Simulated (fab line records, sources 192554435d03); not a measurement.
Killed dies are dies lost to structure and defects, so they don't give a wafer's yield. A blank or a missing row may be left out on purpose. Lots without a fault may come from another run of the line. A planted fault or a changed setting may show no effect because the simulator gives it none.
One fault seen from 3 desks | flow n5_finfet | each desk has only its own numbers; what lay behind them comes last

THE DEFECT DESK
What the inspections along the route counted, lot by lot: means of the sampled wafers that have a number. A lot is out of limits, marked OUT, if its mean lies more than 4 standard deviations from the usual mean; the brackets give that distance.
Columns: A = raw_defect_count at N5_SDB_INSPECT_13, usual 72
lot  | first seen here | A
L641 | day 4 13:07     | 67
L642 | day 4 18:43     | 82
L646 | day 5 18:47     | 44
L648 | day 6 05:53     | 62
L649 | day 6 11:45     | 70
L654 | day 7 16:55     | 282 (+7.5) OUT
L659 | day 9 05:22     | 74
L660 | day 9 17:17     | 73
L661 | day 9 18:10     | 85
This desk's finding: out of limits on L654; first on L654, day 7 16:55 (raw_defect_count at N5_SDB_INSPECT_13). In limits: L641, L642, L646, L648, L649, L659, L660, L661.

THE TOOL OWNER'S DESK: pecvd-02
The tool's own readings at N5_SDB_HM_DEP_00 (deposits SiNx from SiH4/NH3/N2, target thk 40 nm, time 35.3 s): means of the sampled wafers that have a number, for each lot that ran on this tool. A lot is out of limits, marked OUT, if its mean lies more than 4 standard deviations from the usual mean; the brackets give that distance.
Columns: A = heater_power_outer_w at N5_SDB_HM_DEP_00, usual 456 W; B = heater_power_w at N5_SDB_HM_DEP_00, usual 751 W; C = showerhead_plenum_p_Torr at N5_SDB_HM_DEP_00, usual 5.14 Torr; D = throttle_valve_pct at N5_SDB_HM_DEP_00, usual 40.3 %
lot  | first seen here | A   | B   | C    | D
L646 | day 5 18:17     | 453 | 710 | 5.18 | 42.9
L649 | day 6 11:14     | 401 | 668 | 5.11 | 42.3
L654 | day 7 16:25     | 503 | 767 | 5.23 | 41.5
This desk's finding: nothing out of limits on any of the 3 lots.

THE METROLOGY DESK
What the gauges read, lot by lot, whatever tool the lot ran on: means of the sampled wafers that have a number. A lot is out of limits, marked OUT, if its mean lies more than 4 standard deviations from the usual mean; the brackets give that distance. Of its 10 readings 7 are shown: those that lie furthest out on some lot.
Columns: A = DIBL_N at N5_BEOL_M4_RC_MEAS_101, usual 36.6 mV/V; B = DIBL_P at N5_BEOL_M4_RC_MEAS_101, usual 36.4 mV/V; C = IOFF_N at N5_BEOL_M4_RC_MEAS_101, usual 0.167 nA/um; D = ION_N at N5_BEOL_M4_RC_MEAS_101, usual 678 uA/um; E = ION_P at N5_BEOL_M4_RC_MEAS_101, usual 464 uA/um; F = SS_P at N5_BEOL_M4_RC_MEAS_101, usual 73.4 mV/dec; G = VT_P at N5_BEOL_M4_RC_MEAS_101, usual -249 mV
lot  | first seen here | A    | B    | C     | D   | E   | F    | G
L641 | day 9 01:15     | 36.6 | 35.5 | 0.171 | 680 | 470 | 73.6 | -246
L642 | day 9 10:55     | 37.9 | 36.9 | 0.181 | 694 | 473 | 73.7 | -245
L646 | day 11 14:48    | 36.6 | 36.0 | 0.156 | 672 | 464 | 73.3 | -247
L649 | day 11 14:51    | 34.5 | 35.5 | 0.156 | 678 | 469 | 73.2 | -245
L648 | day 12 19:20    | 35.4 | 35.1 | 0.148 | 669 | 460 | 73.0 | -251
L654 | day 14 05:10    | 36.3 | 35.9 | 0.147 | 671 | 454 | 72.9 | -254
L661 | day 15 15:25    | 36.0 | 36.7 | 0.155 | 678 | 459 | 72.5 | -251
L659 | day 15 15:37    | 37.2 | 38.6 | 0.172 | 676 | 465 | 73.6 | -249
L660 | day 15 22:28    | 37.6 | 37.3 | 0.204 | 694 | 471 | 74.1 | -248
This desk's finding: nothing out of limits on any of the 9 lots.

PUT TOGETHER
The defect desk could have raised an alarm at day 7 16:55, on L654.
The tool owner's desk saw nothing out of limits.
The metrology desk saw nothing out of limits.
The tool owner's desk has L654 on record, within its limits.
The metrology desk has L654 on record, within its limits.
Of the lots named, all ran N5_SDB_HM_DEP_00 on pecvd-02.

WHAT THE SIMULATOR HAD PUT IN
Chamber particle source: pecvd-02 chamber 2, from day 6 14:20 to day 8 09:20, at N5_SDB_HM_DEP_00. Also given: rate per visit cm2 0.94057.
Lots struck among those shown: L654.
Hours from the fault's start to each desk's first reading out of limits: the defect desk, 27.
